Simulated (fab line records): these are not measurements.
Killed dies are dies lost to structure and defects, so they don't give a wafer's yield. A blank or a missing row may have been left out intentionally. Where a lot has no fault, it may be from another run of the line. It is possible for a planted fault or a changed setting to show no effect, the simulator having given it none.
fab line records    flow n5Finfet
record: lots: 10  wafers: 27  lastDay: 17
route steps=1938 shown BEOL_M1@801 BEOL_M4@1111
lots untouched by any fault: they come from a run of this same line in which no faults occurred
startH: hours from the record's opening day to when the first of the lot's shown wafers began    waitH: hours since the lot's step before    " repeats the value in the row above    L1.1+2: a row that stands for several wafers    - no value present, or no start provided    * or withheld: withheld    < > ~ a bound
route shown NAME@n: NAME is a module with steps in the file, n the number in the route of the first one    usual: mean/standard deviation taken from wafers without a fault    same: alike in all rows    chamber/n: place in a boat    sites: per-site readings    _std_site: the values' standard deviation    _edge_site: outer sites' mean less inner sites'    radiusMm: how far each site lies from the wafer's centre    mask NAME#n: copy n    behind: the most recent tool/chamber to have shaped the wafer    hold: the reason the lot was held/the length of the hold in hours/how it ended    device: transistor that didn't switch, given as n, p or np    end of line: the route-end tests of the same wafers    step lacking rows: just its recipe    killed: dies that structure and defects cost at the first sort, which is not the same as the wafer's yield    map: per-die view of a wafer (x killed, . not killed, _ where there is no die)
set.NAME: the setting the step ran with; set.NAME@STEP: the setting that earlier step ran with    model.NAME: the simulator's own value behind a step, which no gauge read
a sample of lots followed through the steps of the route, with each step as a table and each wafer as a row
services: when a tool's chamber went out of use (startH, in hours from the record's first day, below 0 if earlier), for how many hours, and the reason
== steps ==
step: N5_BEOL_M1_ETCH_41
recipe: chemistry: CH3F/O2  target: SiCN  targetDepthA: 319  taperDeg: 2  timeS: 57.8  ionEnergyEv: 120  maskMaterial: TiN  pressureMtorr: 30  sourceW: 395  biasW: 75  Ar_flow_sccm: 150  CH3F_flow_sccm: 30  O2_flow_sccm: 20
usual: drypumpMotorCurrentA: 5.8/0.52  oesProductAu: 0.81/0.097  rfVppV: 297.0/1.4  showerheadPlenumPTorr: 1.98/0.051  throttleValvePct: 16.22/0.27
lot.wafer  tool        chamber  startH  waitH  drypumpMotorCurrentA  oesProductAu  rfHoursCounterH  rfVppV  showerheadPlenumPTorr  throttleValvePct
L520.2     rieDiel-03  1        -       -      4.7                   0.92          21               297.0   1.96                   16.33
L520.3     "           3        "       "      6.4                   0.95          12               296.1   1.95                   15.70
L520.6     "           3        "       "      6.4                   0.95          -                297.2   1.95                   15.71
L519.4     rieDiel-03  2        -       -      5.2                   0.74          190              296.3   2.00                   16.52
L519.5     "           2        "       "      5.2                   0.74          -                296.6   2.00                   16.49
L519.6     "           3        "       "      6.4                   0.95          -                295.1   1.95                   15.70
L521.1     rieDiel-01  3        -       -      6.3                   0.75          118              297.3   1.93                   16.22
L521.5     "           1        "       "      5.7                   0.67          -                295.6   1.89                   16.42
L521.6     "           0        "       "      6.0                   0.74          -                297.6   2.00                   16.41
L522.1     rieDiel-03  2        -       -      5.2                   0.73          190              296.7   2.00                   16.50
L522.4     "           3        "       "      6.4                   0.95          13               297.0   1.95                   15.69
L522.5     "           3        "       "      6.4                   0.96          -                296.4   1.95                   15.71
L523.3     rieDiel-05  2        -       -      5.7                   0.88          43               297.2   2.02                   15.83
L523.4     "           3        "       "      5.5                   0.97          13               297.4   2.05                   16.20
L523.5     "           3        "       "      5.5                   0.97          -                297.8   2.05                   16.21
L527.3     rieDiel-03  3        -       -      6.4                   0.92          25               298.4   1.94                   15.73
L527.5     "           3        "       "      6.4                   0.91          -                295.3   1.94                   15.74
L529.2     rieDiel-03  3        -       -      6.4                   0.91          29               298.0   1.94                   15.74
L529.3     "           0        "       "      6.5                   0.68          247              297.0   1.99                   16.63
L532.3     rieDiel-05  2        -       -      5.7                   0.86          56               298.4   2.02                   15.84
L532.5     "           2        "       "      5.7                   0.86          -                298.0   2.02                   15.86
L537.1     rieDiel-05  2        -       -      5.7                   0.84          65               298.4   2.01                   15.85
L537.4     "           3        "       "      5.5                   0.94          30               298.4   2.04                   16.23
L537.5     "           3        "       "      5.5                   0.94          -                298.2   2.04                   16.22
L540.3     rieDiel-01  2        -       -      5.6                   0.83          65               295.9   1.94                   16.17
L540.4     "           3        "       "      6.3                   0.73          152              296.8   1.92                   16.31
L540.5     "           0        "       "      6.0                   0.72          -                297.6   1.99                   16.49
step: N5_BEOL_M1_SURFACE_TREAT_85
recipe: gas: Ar  timeS: *  ionEnergyEv: *  ionCurrentMaCm2: 0.5  pressureMtorr: *  arFlowSccm: 30
usual: arFlowSccm: 29.99/0.096  throttleValvePct: *
lot.wafer  tool           chamber  startH  waitH  arFlowSccm  throttleValvePct
L520.2     pvdSputter-02  -        153.46  0.2    29.89       *
L520.3     "              -        "       "      29.95       *
L520.6     "              -        "       "      30.05       *
L519.4     pvdSputter-03  -        154.65  0.2    29.80       *
L519.5     "              -        "       "      29.97       *
L519.6     "              -        "       "      29.98       *
L521.1     pvdSputter-02  -        156.18  0.2    30.06       *
L521.5     "              -        "       "      29.90       *
L521.6     "              -        "       "      29.95       *
L522.1     pvdSputter-03  -        157.01  0.2    29.93       *
L522.4     "              -        "       "      30.07       *
L522.5     "              -        "       "      29.98       *
L523.3     pvdSputter-01  -        175.09  0.2    30.18       *
L523.4     "              -        "       "      30.04       *
L523.5     "              -        "       "      29.89       *
L527.3     pvdSputter-03  -        192.27  0.1    29.94       *
L527.5     "              -        "       "      30.04       *
L529.2     pvdSputter-02  -        203.61  0.2    30.08       *
L529.3     "              -        "       "      29.90       *
L532.3     pvdSputter-03  -        217.50  0.2    30.00       *
L532.5     "              -        "       "      30.13       *
L537.1     pvdSputter-02  -        242.01  0.2    29.95       *
L537.4     "              -        "       "      29.85       *
L537.5     "              -        "       "      30.03       *
L540.3     pvdSputter-01  -        267.43  0.2    30.07       *
L540.4     "              -        "       "      30.03       *
L540.5     "              -        "       "      30.03       *
step: N5_BEOL_M1_CVD_47
recipe: material: Co  targetThkA: 30  tempC: withheld  precursor: CCTBA/H2  pressureTorr: 30  timeS: 223.8
usual: runLengthS: 246.9/0.44
lot.wafer  tool      chamber  startH  waitH  runLengthS
L520.2     cvdCo-01  1        153.53  0.0    246.9
L520.3     "         0        "       "      246.9
L520.6     "         0        "       "      247.3
L519.4     cvdCo-01  2        154.76  0.1    246.6
L519.5     "         1        "       "      247.0
L519.6     "         0        "       "      247.1
L521.1     cvdCo-01  2        156.25  0.0    246.5
L521.5     "         2        "       "      246.7
L521.6     "         1        "       "      246.7
L522.1     cvdCo-01  1        157.13  0.1    246.7
L522.4     "         0        "       "      246.6
L522.5     "         1        "       "      246.9
L523.3     cvdCo-01  2        175.17  0.1    246.6
L523.4     "         0        "       "      246.5
L523.5     "         1        "       "      246.9
L527.3     cvdCo-01  1        192.36  0.1    110.5
L527.5     "         1        "       "      246.6
L529.2     cvdCo-01  1        203.71  0.1    110.6
L529.3     "         0        "       "      110.7
L532.3     cvdCo-01  1        217.70  0.2    246.9
L532.5     "         2        "       "      247.4
L537.1     cvdCo-02  0        242.27  0.2    247.6
L537.4     "         0        "       "      247.7
L537.5     "         0        "       "      247.5
L540.3     cvdCo-02  1        267.50  0.0    246.3
L540.4     "         1        "       "      245.9
L540.5     "         0        "       "      247.9
step: N5_BEOL_M1_SPUTTER_48
recipe: material: Cu  targetThkA: 45  tempC: -20  chamberPressurePa: 0.07  powerW: withheld  timeS: 8.29
usual: throttleValvePct: 29.8/1.1
lot.wafer  tool           chamber  startH  waitH  throttleValvePct
L520.2     pvdSputter-02  -        153.68  0.1    30.1
L520.3     "              -        "       "      29.0
L520.6     "              -        "       "      30.7
L519.4     pvdSputter-03  -        154.89  0.1    30.0
L519.5     "              -        "       "      27.3
L519.6     "              -        "       "      28.9
L521.1     pvdSputter-02  -        156.44  0.1    29.2
L521.5     "              -        "       "      29.7
L521.6     "              -        "       "      30.0
L522.1     pvdSputter-03  -        157.35  0.2    30.1
L522.4     "              -        "       "      29.0
L522.5     "              -        "       "      27.5
L523.3     pvdSputter-02  -        175.43  0.2    30.4
L523.4     "              -        "       "      29.2
L523.5     "              -        "       "      30.0
L527.3     pvdSputter-01  -        192.57  0.1    31.9
L527.5     "              -        "       "      31.5
L529.2     pvdSputter-03  -        204.02  0.2    29.3
L529.3     "              -        "       "      30.1
L532.3     pvdSputter-02  -        217.93  0.2    30.0
L532.5     "              -        "       "      29.8
L537.1     pvdSputter-02  -        242.70  0.4    30.0
L537.4     "              -        "       "      30.2
L537.5     "              -        "       "      29.8
L540.3     pvdSputter-01  -        267.67  0.1    28.2
L540.4     "              -        "       "      30.3
L540.5     "              -        "       "      30.3
step: N5_BEOL_M4_RC_MEAS_101
usual: DIBL_N: 37.3/2.3  DIBL_P: 37.4/2.9  IOFF_N: 0.18/0.045  IOFF_P: 0.25/0.054  ION_N: 679/15  ION_P: 468/9.7  SS_N: 71.8/0.62  SS_P: 73.6/0.76  VT_N: 248/4.1  VT_P: -248/3.6
lot.wafer  tool       chamber  startH  waitH  DIBL_N[mV/V]  DIBL_P[mV/V]  IOFF_N[nA/um]  IOFF_P[nA/um]  ION_N[uA/um]  ION_P[uA/um]  SS_N[mV/dec]  SS_P[mV/dec]  VT_N[mV]  VT_P[mV]
L520.2     prober-01  0        189.22  0.2    37.0          38.6          0.17           0.24           697           480           71.6          72.8          247       -249
L520.3     "          0        "       "      32.8          32.4          0.09           0.14           651           450           71.4          71.4          259       -254
L520.6     "          0        "       "      34.7          35.2          0.12           0.18           666           459           71.6          72.1          253       -249
L519.4     prober-02  0        189.93  0.5    33.6          32.9          0.12           0.20           655           456           71.0          73.3          252       -247
L519.5     "          0        "       "      32.9          33.4          0.12           0.20           667           469           70.7          72.9          255       -248
L519.6     "          0        "       "      37.0          36.0          0.18           0.24           675           464           71.3          73.5          247       -249
L521.1     prober-01  0        190.00  0.5    36.8          36.0          0.17           0.23           683           464           71.3          73.0          251       -249
L521.5     "          0        "       "      38.7          38.6          0.21           0.28           687           473           72.1          74.0          247       -245
L521.6     "          0        "       "      37.2          37.3          0.18           0.26           692           480           71.9          74.4          248       -245
L522.1     prober-02  0        195.36  0.0    39.0          39.4          0.20           0.25           681           464           71.6          74.0          247       -249
L522.4     "          0        "       "      40.6          43.2          0.26           0.31           693           473           72.8          74.9          243       -248
L522.5     "          0        "       "      37.3          38.2          0.17           0.22           698           469           72.0          73.0          248       -251
L523.3     prober-02  0        214.31  0.3    34.8          33.3          0.13           0.20           670           466           70.5          74.2          250       -251
L523.4     "          0        "       "      36.0          36.1          0.16           0.25           673           460           71.8          74.5          247       -249
L523.5     "          0        "       "      33.0          31.3          0.11           0.18           672           465           70.0          73.2          253       -251
L527.3     prober-01  0        236.04  0.3    32.6          32.7          0.11           0.16           675           461           70.8          72.4          258       -254
L527.5     "          0        "       "      36.2          38.4          0.19           0.25           692           472           72.3          73.1          246       -246
L529.2     prober-02  0        242.59  0.2    39.9          41.3          0.23           0.32           704           487           72.3          74.4          243       -244
L529.3     "          0        "       "      41.4          42.9          0.26           0.39           688           475           72.9          74.6          241       -241
L532.3     prober-01  0        262.62  0.3    36.2          35.4          0.17           0.23           689           479           71.1          73.6          246       -246
L532.5     "          0        "       "      35.9          33.3          0.14           0.19           667           455           71.7          72.6          251       -250
L537.1     prober-01  0        292.03  0.0    38.4          38.8          0.19           0.27           677           475           71.7          73.7          246       -244
L537.4     "          0        "       "      36.2          35.8          0.15           0.22           662           462           71.6          72.5          252       -245
L537.5     "          0        "       "      38.8          39.9          0.20           0.29           677           469           72.2          73.6          248       -245
L540.3     prober-02  0        301.76  0.3    38.2          36.8          0.19           0.30           680           476           71.5          73.7          246       -242
L540.4     "          0        "       "      37.2          36.0          0.18           0.26           681           468           71.3          73.0          246       -246
L540.5     "          0        "       "      34.7          33.0          0.13           0.21           675           472           71.0          72.6          251       -248
== services ==
tool           chamber  startH  hours  kind
rieDiel-03     3        130.46  6.6    repair
cvdCo-02       -        133.61  14.6   pm
rieDiel-05     3        157.68  15.8   repair
pvdSputter-01  -        166.67  1.7    repair
cvdCo-01       -        195.01  0.2    repair
cvdCo-02       0        214.70  22.8   repair
rieDiel-03     0        214.92  -      clean
rieDiel-03     0        214.92  -      consumableReplace:focusRing
rieDiel-03     0        214.92  18.6   scheduledDown
rieDiel-03     0        214.92  18.6   ventCycle
rieDiel-05     3        215.50  3.4    repair
rieDiel-05     1        223.62  5.1    repair
cvdCo-02       2        232.10  17.3   repair
rieDiel-01     1        235.70  -      clean
rieDiel-01     1        235.70  -      consumableReplace:focusRing
rieDiel-01     1        235.70  -      consumableReplace:showerhead
rieDiel-01     1        235.70  14.6   scheduledDown
rieDiel-01     1        235.70  14.6   ventCycle
rieDiel-01     3        248.54  4.6    repair
== key ==
firstSign: step: N5_BEOL_M1_CVD_47  reading: runLengthS  direction: down  sigmas: 99+  usual: *  struck: *
effect none on later readings
metAt N5_BEOL_M1_CVD_47
struckLots L527,L529
struckWafers L527.3,L529.2,L529.3
notActingAt N5_BEOL_M1_ETCH_41,N5_BEOL_M1_SURFACE_TREAT_85,N5_BEOL_M1_SPUTTER_48
onsetBetween 175.17 192.36
fault: kind: processParameterDrift  tool: cvdCo-01  chamber: -  onsetH: 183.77  steps: N5_BEOL_M1_CVD_47  channel: timeS  offset: *  shape: step  endH: 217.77  scope: struckWafersOnly  actsIn: *  stated: *
